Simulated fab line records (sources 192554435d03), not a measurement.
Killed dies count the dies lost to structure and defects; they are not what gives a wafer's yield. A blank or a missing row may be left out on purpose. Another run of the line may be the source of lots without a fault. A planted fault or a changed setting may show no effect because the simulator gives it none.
Chamber matching :: flow n5 finfet :: 3 sister chambers for N5_BEOL_M15_ILD_DEP_00 on pecvd-03
The step deposits SiO2 from TEOS/O2, target thk 1629.3 nm, time 346.1 s. 3 wafers are shown with their chamber, then 12 later ones without.

WAFERS WITH THEIR CHAMBER
wafer: L091.6
chamber: 2
showerhead plenum p Torr (Torr): 8.40

wafer: L093.2
chamber: 0
showerhead plenum p Torr (Torr): 8.45

wafer: L093.6
chamber: 1
showerhead plenum p Torr (Torr): 8.36

WAFERS MISSING THEIR CHAMBER
wafer: L095.1
showerhead plenum p Torr (Torr): 8.35

wafer: L095.2
showerhead plenum p Torr (Torr): 8.43

wafer: L095.3
showerhead plenum p Torr (Torr): 8.38

wafer: L095.4
showerhead plenum p Torr (Torr): 8.45

wafer: L095.5
showerhead plenum p Torr (Torr): 8.38

wafer: L095.6
showerhead plenum p Torr (Torr): 8.38

wafer: L097.1
showerhead plenum p Torr (Torr): 8.37

wafer: L097.2
showerhead plenum p Torr (Torr): 8.43

wafer: L097.3
showerhead plenum p Torr (Torr): 8.40

wafer: L097.4
showerhead plenum p Torr (Torr): 8.41

wafer: L097.5
showerhead plenum p Torr (Torr): 8.42

wafer: L097.6
showerhead plenum p Torr (Torr): 8.37

WHICH CHAMBER EACH ONE RAN IN
wafer: L095.1
from the rows above: 1
in truth: 1

wafer: L095.2
from the rows above: can't be placed: 0 or 2
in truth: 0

wafer: L095.3
from the rows above: can't be placed: 2 or 1
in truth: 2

wafer: L095.4
from the rows above: 0
in truth: 0

wafer: L095.5
from the rows above: can't be placed: 2 or 1
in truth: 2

wafer: L095.6
from the rows above: can't be placed: 2 or 1
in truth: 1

wafer: L097.1
from the rows above: can't be placed: 1 or 2
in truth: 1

wafer: L097.2
from the rows above: can't be placed: 0 or 2
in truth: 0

wafer: L097.3
from the rows above: 2
in truth: 2

wafer: L097.4
from the rows above: can't be placed: 2 or 0
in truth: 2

wafer: L097.5
from the rows above: can't be placed: 2 or 0
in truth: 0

wafer: L097.6
from the rows above: can't be placed: 1 or 2
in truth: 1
Placed correctly: 3 of 12. Unplaceable from these rows: 9, with the true chamber sitting among the candidates in 9. Placed wrongly: 0.
How it was worked out, from the rows above alone: a wafer's distance from a chamber is the root of the sum, over the readings, of the square of ((its reading less the chamber's mean) divided by the reading's scatter). If the next closest chamber is less than 2 further off than the closest, the wafer can't be placed; otherwise it belongs to the closest. For every chamber, the mean is computed from those of its wafers that are shown. The scatter: with one shown wafer a chamber, the root of the mean of the squares of how far each hidden wafer lies from its nearest shown one.
